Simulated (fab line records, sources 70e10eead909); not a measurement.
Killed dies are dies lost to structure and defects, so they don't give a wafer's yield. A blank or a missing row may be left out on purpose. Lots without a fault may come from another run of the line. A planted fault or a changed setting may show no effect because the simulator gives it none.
Chamber matching | flow nand_harc | NHARC_THIN_TSV_DEP_47 on pecvd-03: 3 sister chambers
The step deposits SiO2, target thk 200 nm. 6 wafers are shown with their chamber, then 8 later ones without.

WAFERS WITH THEIR CHAMBER
wafer  | chamber | throttle_valve_pct (%)
L940.6 | 0       | 16.1
L941.5 | 2       | 14.7
L943.2 | 2       | 14.6
L943.4 | 0       | 16.1
L943.5 | 1       | 15.5
L944.3 | 1       | 15.3

WAFERS WITHOUT THEIR CHAMBER
wafer  | throttle_valve_pct (%)
L944.4 | 16.1
L944.6 | 14.5
L950.2 | 15.4
L950.5 | 14.5
L950.6 | 16.3
L949.3 | 16.1
L949.4 | 16.1
L949.5 | 14.8

WHICH CHAMBER EACH WENT THROUGH
wafer  | from the rows above | in truth
L944.4 | 0                   | 0
L944.6 | 2                   | 2
L950.2 | 1                   | 1
L950.5 | 2                   | 2
L950.6 | 0                   | 0
L949.3 | 0                   | 0
L949.4 | 0                   | 0
L949.5 | 2                   | 2
Placed correctly: 8 of 8. Can't be placed from these rows: 0. Placed wrongly: 0.
How it was worked out, from the rows above alone: a wafer's distance from a chamber is the root of the sum, over the readings, of the square of ((its reading less the chamber's mean) divided by the reading's scatter). The wafer belongs to the nearest chamber; if the next one is less than 2 further off, it can't be placed. A chamber's mean is the mean of its shown wafers. The scatter: the root of (the sum of the squares of (reading less its chamber's mean) over the shown wafers, divided by (wafers less chambers)).
